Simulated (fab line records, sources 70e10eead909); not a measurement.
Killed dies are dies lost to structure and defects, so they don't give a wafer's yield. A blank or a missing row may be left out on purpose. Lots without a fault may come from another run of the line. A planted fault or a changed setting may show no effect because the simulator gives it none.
Which tool did it? | flow nand_harc | 10 lots, 30 wafers sampled, at 8 steps of a route of 1159

WHAT THE GAUGES READ, wafer by wafer
NHARC_A_CHANNEL_HOLE_D1_CD_MEAS_10: target cd 100 nm. Usual: cd_nm 99.9 nm, standard deviation 0.59.
lot  | measured     | on        | cd_nm (nm)        | flag
L862 | day 8 19:16  | cd_sem-03 | 100.1 100.2 100.7 |
L865 | day 9 04:28  | cd_sem-01 | 100.1 100.3 100.2 |
L869 | day 9 23:49  | cd_sem-01 | 100.2 99.9 100.1  |
L870 | day 10 14:17 | cd_sem-03 | 99.9 100.3 99.8   |
L872 | day 11 00:26 | cd_sem-01 | 100.5 100.0 99.9  |
L876 | day 12 04:34 | cd_sem-01 | 101.1 100.7 100.1 |
L875 | day 12 05:14 | cd_sem-01 | 107.1 101.1 100.3 | OFF
L879 | day 12 18:41 | cd_sem-01 | 107.0 100.8 100.1 | OFF
L884 | day 13 14:10 | cd_sem-01 | 99.6 98.9 99.4    |
L883 | day 13 15:12 | cd_sem-01 | 99.6 105.8 100.1  | OFF

NHARC_A_CHANNEL_HOLE_D1_CD_MEAS_30. Usual: cd_nm 89.8 nm, standard deviation 1.4.
lot  | measured     | on        | cd_nm (nm)     | flag
L862 | day 9 02:10  | cd_sem-02 | 87.8 91.1 88.6 |
L865 | day 9 11:23  | cd_sem-02 | 89.7 90.4 90.7 |
L869 | day 10 06:44 | cd_sem-01 | 91.0 85.8 89.4 |
L870 | day 10 21:10 | cd_sem-03 | 89.8 90.1 88.9 |
L872 | day 11 07:29 | cd_sem-02 | 87.5 88.1 89.5 |
L876 | day 12 11:57 | cd_sem-01 | 88.7 91.4 88.0 |
L875 | day 12 14:38 | cd_sem-03 | 94.3 91.3 91.8 |
L879 | day 13 02:11 | cd_sem-02 | 99.9 90.6 90.6 |
L884 | day 13 21:04 | cd_sem-01 | 88.2 89.3 89.0 |
L883 | day 13 22:17 | cd_sem-01 | 88.6 95.3 91.7 |

NHARC_END_SORT_01. Usual: killed_at_array 27, standard deviation 8.8; killed_at_other 0.4, standard deviation 0.82; killed_at_periphery 3.1, standard deviation 2.1; killed_dies 31, standard deviation 8.8; killed_open 3.3, standard deviation 2; killed_short 2.0, standard deviation 1.4.
lot  | measured     | on        | killed_at_array | killed_at_other | killed_at_periphery | killed_dies | killed_open | killed_short | flag
L869 | day 21 10:14 | prober-01 | 29 29 25        | 0 0 0           | 1 1 0               | 30 30 25    | 7 1 2       | 2 1 2        |
L872 | day 22 13:04 | prober-02 | 9 18 19         | 0 0 0           | 5 2 4               | 14 20 23    | 2 2 10      | 3 0 1        |
L876 | day 22 20:50 | prober-02 | 24 25 19        | 0 1 0           | 3 3 4               | 27 29 23    | 2 2 2       | 3 4 2        |
L875 | day 23 18:03 | prober-01 | 30 32 34        | 0 2 1           | 2 2 0               | 32 36 35    | 1 4 7       | 0 4 2        |

WHICH TOOL RAN EACH LOT (tool, then ch and the chambers of the sampled wafers, then the start)
lot  | NHARC_A_CHANNEL_HOLE_D1_PEB_08    | NHARC_A_CHANNEL_HOLE_D1_DESCUM_15  | NHARC_A_CHANNEL_HOLE_D1_ETCH_34               | NHARC_A_CHANNEL_HOLE_D1_ETCH_21  | NHARC_A_CHANNEL_HOLE_D1_XSEM_31
L862 | litho_track-04 ch 0, day 8 19:11  | rie_diel-06 ch 2,3, day 8 19:27    | rie_diel-06 ch 0,1, day 8 21:04 or earlier    | har_etch-02 ch 0,1, day 8 21:04  | xsem-01 ch 0, day 9 02:15
L865 | litho_track-06 ch 0, day 9 04:23  | rie_diel-05 ch 0,2, day 9 04:40    | rie_diel-05 ch 1,3, day 9 06:16 or earlier    | har_etch-02 ch 1, day 9 06:16    | xsem-02 ch 0, day 9 11:29
L869 | litho_track-04 ch 0, day 9 23:44  | rie_diel-12 ch 0,1,3, day 10 00:00 | rie_diel-12 ch 0,2,3, day 10 01:37 or earlier | har_etch-02 ch 0,1, day 10 01:37 | xsem-01 ch 0, day 10 06:50
L870 | litho_track-06 ch 0, day 10 14:12 | rie_diel-12 ch 0,1,3, day 10 14:28 | rie_diel-12 ch 0,2,3, day 10 16:05 or earlier | har_etch-02 ch 0,1, day 10 16:05 | xsem-02 ch 0, day 10 21:17
L872 | litho_track-04 ch 0, day 11 00:22 | rie_diel-06 ch 0,1,3, day 11 00:38 | rie_diel-06 ch 0,2, day 11 02:14 or earlier   | har_etch-02 ch 0,1, day 11 02:14 | xsem-02 ch 0, day 11 07:34
L876 | litho_track-06 ch 0, day 12 04:29 | rie_diel-12 ch 0,1,3, day 12 04:47 | rie_diel-12 ch 0,1,3, day 12 06:28 or earlier | har_etch-01 ch 0,1, day 12 06:28 | xsem-02 ch 0, day 12 12:02
L875 | litho_track-06 ch 0, day 12 05:10 | rie_diel-05 ch 0,1, day 12 05:26   | rie_diel-05 ch 1,2, day 12 09:36 or earlier   | har_etch-02 ch 0,1, day 12 09:36 | xsem-01 ch 0, day 12 14:44
L879 | litho_track-06 ch 0, day 12 18:36 | rie_diel-06 ch 0,3, day 12 18:52   | rie_diel-06 ch 1,2,3, day 12 21:04 or earlier | har_etch-01 ch 0,1, day 12 21:04 | xsem-02 ch 0, day 13 02:17
L884 | litho_track-01 ch 0, day 13 14:05 | rie_diel-05 ch 0,1,2, day 13 14:21 | rie_diel-05 ch 0,1,2, day 13 15:58 or earlier | har_etch-02 ch 0,1, day 13 15:58 | xsem-01 ch 0, day 13 21:10
L883 | litho_track-06 ch 0, day 13 15:07 | rie_diel-06 ch 0,3, day 13 15:23   | rie_diel-06 ch 0,2,3, day 13 17:05 or earlier | har_etch-01 ch 1, day 13 17:05   | xsem-01 ch 0, day 13 22:22
- NHARC_A_CHANNEL_HOLE_D1_PEB_08: peb time 65 s.
- NHARC_A_CHANNEL_HOLE_D1_DESCUM_15: chemistry O2, time 3 s.
- NHARC_A_CHANNEL_HOLE_D1_ETCH_34: etches the open film in CF4/CHF3, target depth 154 nm, time 77 s.
- NHARC_A_CHANNEL_HOLE_D1_ETCH_21: etches the open film in C4F8/O2/Ar, time 514.3 s, target depth 1600 nm.
- NHARC_A_CHANNEL_HOLE_D1_XSEM_31

WHAT THE TOOLS THEMSELVES READ (means of the sampled wafers that have a number; where no wafer has one, the mark that the record gives instead)
NHARC_A_CHANNEL_HOLE_D1_PEB_08. Usual: resist_line_temp_C 22.98 C, standard deviation 0.11.
lot  | tool           | resist_line_temp_C (C) | flag
L862 | litho_track-04 | 22.88                  |
L865 | litho_track-06 | 23.03                  |
L869 | litho_track-04 | 22.98                  |
L870 | litho_track-06 | 23.12                  |
L872 | litho_track-04 | 22.90                  |
L876 | litho_track-06 | 22.88                  |
L875 | litho_track-06 | 23.03                  |
L879 | litho_track-06 | 23.00                  |
L884 | litho_track-01 | 22.83                  |
L883 | litho_track-06 | 22.97                  |

NHARC_A_CHANNEL_HOLE_D1_DESCUM_15. Usual: drypump_motor_current_A 5.8 A, standard deviation 0.6; o2_flow_sccm 200.0 sccm, standard deviation 0.61; oes_product_au 0.998 a.u., standard deviation 0.011; rf_vpp_V 57.8 V, standard deviation 0.93; showerhead_plenum_p_Torr 1.90 Torr, standard deviation 0.071; throttle_valve_pct 11.311 %, standard deviation 0.01.
lot  | tool        | drypump_motor_current_A (A) | o2_flow_sccm (sccm) | oes_product_au (a.u.) | rf_vpp_V (V) | showerhead_plenum_p_Torr (Torr) | throttle_valve_pct (%) | flag
L862 | rie_diel-06 | 5.1                         | 199.7               | 1.004                 | 57.3         | 1.89                            | 11.306                 |
L865 | rie_diel-05 | 5.6                         | 200.6               | 1.011                 | 58.7         | 1.98                            | 11.314                 |
L869 | rie_diel-12 | 5.8                         | 200.1               | 0.991                 | 57.8         | 1.85                            | 11.312                 |
L870 | rie_diel-12 | 5.8                         | 199.9               | 0.981                 | 57.2         | 1.85                            | 11.305                 |
L872 | rie_diel-06 | 6.0                         | 199.7               | 0.994                 | 58.5         | 1.94                            | 11.299                 |
L876 | rie_diel-12 | 5.8                         | 200.2               | 1.001                 | 57.0         | 1.85                            | 11.318                 |
L875 | rie_diel-05 | 6.5                         | 199.9               | 0.995                 | 58.1         | 1.93                            | 11.299                 |
L879 | rie_diel-06 | 5.8                         | 200.2               | 0.997                 | 58.1         | 1.93                            | 11.320                 |
L884 | rie_diel-05 | 5.9                         | 200.5               | 1.007                 | 57.8         | 1.97                            | 11.313                 |
L883 | rie_diel-06 | 6.1                         | 200.2               | 0.996                 | 57.5         | 1.91                            | 11.313                 |

NHARC_A_CHANNEL_HOLE_D1_ETCH_34. Usual: bias_w 200.1 W, standard deviation 0.58; drypump_motor_current_A 5.7 A, standard deviation 0.63; oes_product_au 0.948 a.u., standard deviation 0.022; rf_vpp_V 370.3 V, standard deviation 2.2; showerhead_plenum_p_Torr 1.56 Torr, standard deviation 0.058; throttle_valve_pct 16.801 %, standard deviation 0.0089.
lot  | tool        | bias_w (W) | drypump_motor_current_A (A) | oes_product_au (a.u.) | rf_vpp_V (V) | showerhead_plenum_p_Torr (Torr) | throttle_valve_pct (%) | flag
L862 | rie_diel-06 | 200.4      | 6.2                         | 0.931                 | 371.6        | 1.61                            | 16.810                 |
L865 | rie_diel-05 | 199.9      | 6.6                         | 0.966                 | 370.5        | 1.58                            | 16.797                 |
L869 | rie_diel-12 | 200.1      | 5.5                         | 0.950                 | 369.0        | 1.52                            | 16.797                 |
L870 | rie_diel-12 | 200.1      | 5.5                         | 0.966                 | 368.2        | 1.52                            | 16.799                 |
L872 | rie_diel-06 | 199.5      | 5.8                         | 0.909                 | 370.3        | 1.55                            | 16.801                 |
L876 | rie_diel-12 | 200.5      | 5.7                         | 0.976                 | 368.5        | 1.52                            | 16.795                 |
L875 | rie_diel-05 | 200.2      | 6.0                         | 0.966                 | 372.2        | 1.62                            | 16.799                 |
L879 | rie_diel-06 | 200.2      | 5.5                         | 0.954                 | 370.9        | 1.59                            | 16.808                 |
L884 | rie_diel-05 | 200.9      | 5.8                         | 0.931                 | 372.3        | 1.62                            | 16.811                 |
L883 | rie_diel-06 | 199.7      | 5.6                         | 0.949                 | 370.7        | 1.56                            | 16.799                 |

NHARC_A_CHANNEL_HOLE_D1_ETCH_21. Usual: drypump_motor_current_A 6.0 A, standard deviation 0.47; o2_flow_sccm 35.71 sccm, standard deviation 0.099; showerhead_plenum_p_Torr 3.74 Torr, standard deviation 0.064; throttle_valve_pct 32.156 %, standard deviation 0.0084.
lot  | tool        | drypump_motor_current_A (A) | o2_flow_sccm (sccm) | showerhead_plenum_p_Torr (Torr) | throttle_valve_pct (%) | flag
L862 | har_etch-02 | 6.4                         | 35.64               | 3.72                            | 32.154                 |
L865 | har_etch-02 | 6.6                         | 35.66               | 3.67                            | 32.153                 |
L869 | har_etch-02 | 6.2                         | 35.65               | 3.75                            | 32.151                 |
L870 | har_etch-02 | 6.2                         | 35.75               | 3.75                            | 32.161                 |
L872 | har_etch-02 | 6.2                         | 35.70               | 3.74                            | 32.159                 |
L876 | har_etch-01 | 5.5                         | 35.58               | 3.77                            | 32.153                 |
L875 | har_etch-02 | 6.2                         | 35.79               | 3.74                            | 32.151                 |
L879 | har_etch-01 | 5.8                         | 35.75               | 3.74                            | 32.151                 |
L884 | har_etch-02 | 6.4                         | 35.69               | 3.69                            | 32.159                 |
L883 | har_etch-01 | 6.0                         | 35.80               | 3.70                            | 32.160                 |

NHARC_A_CHANNEL_HOLE_D1_XSEM_31. Usual: bot_cd_nm 74.2 nm, standard deviation 1.6; bow_nm 8.60 nm, standard deviation 0.28; tilt_deg 0.08 degrees, standard deviation 0.04.
lot  | tool    | bot_cd_nm (nm) | bow_nm (nm) | tilt_deg (degrees) | flag
L862 | xsem-01 | 72.5           | 8.64        | 0.08               |
L865 | xsem-02 | 75.8           | 8.71        | 0.08               |
L869 | xsem-01 | 72.8           | 8.23        | 0.04               |
L870 | xsem-02 | 74.0           | 8.87        | 0.12               |
L872 | xsem-02 | 72.6           | 8.22        | 0.11               |
L876 | xsem-02 | 73.3           | 9.11        | 0.17               |
L875 | xsem-01 | 76.6           | 9.16        | 0.07               |
L879 | xsem-02 | 78.1           | 8.43        | 0.06               |
L884 | xsem-01 | 73.1           | 8.84        | 0.08               |
L883 | xsem-01 | 75.4           | 8.89        | 0.09               |

THE ANSWER, worked out from the rows above alone
Rule: a lot is off if the mean of its wafers that have a number lies more than 3 standard deviations from the usual mean. A lot without any number at a reading at which 4 lots or more have one is off too. The other lots that the step has rows for count as sound. The gauges are gone through in route order, then the tools' own readings, and for those a lot's mean is taken as printed above. The first step at which some lot is off is used, and at that step the reading that is off furthest; a lot without a number counts as furthest.
Off: L875, L879, L883, at NHARC_A_CHANNEL_HOLE_D1_CD_MEAS_10 (cd_nm).
A tool fits if, at a process step before that reading, it ran every lot that is off, and no sound lot after the first of them. The gauges at NHARC_A_CHANNEL_HOLE_D1_CD_MEAS_10 are tried like those tools. One fits: litho_track-06 at NHARC_A_CHANNEL_HOLE_D1_PEB_08. Its last sound lot is L876 (day 12 04:29), its first lot that is off L875 (day 12 05:10): a fault that began between those two fits.

WHAT THE SIMULATOR HAD PUT IN
Process parameter drift: litho_track-06, from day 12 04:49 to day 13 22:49, at NHARC_A_CHANNEL_HOLE_D1_PEB_08. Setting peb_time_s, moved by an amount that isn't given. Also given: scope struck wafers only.
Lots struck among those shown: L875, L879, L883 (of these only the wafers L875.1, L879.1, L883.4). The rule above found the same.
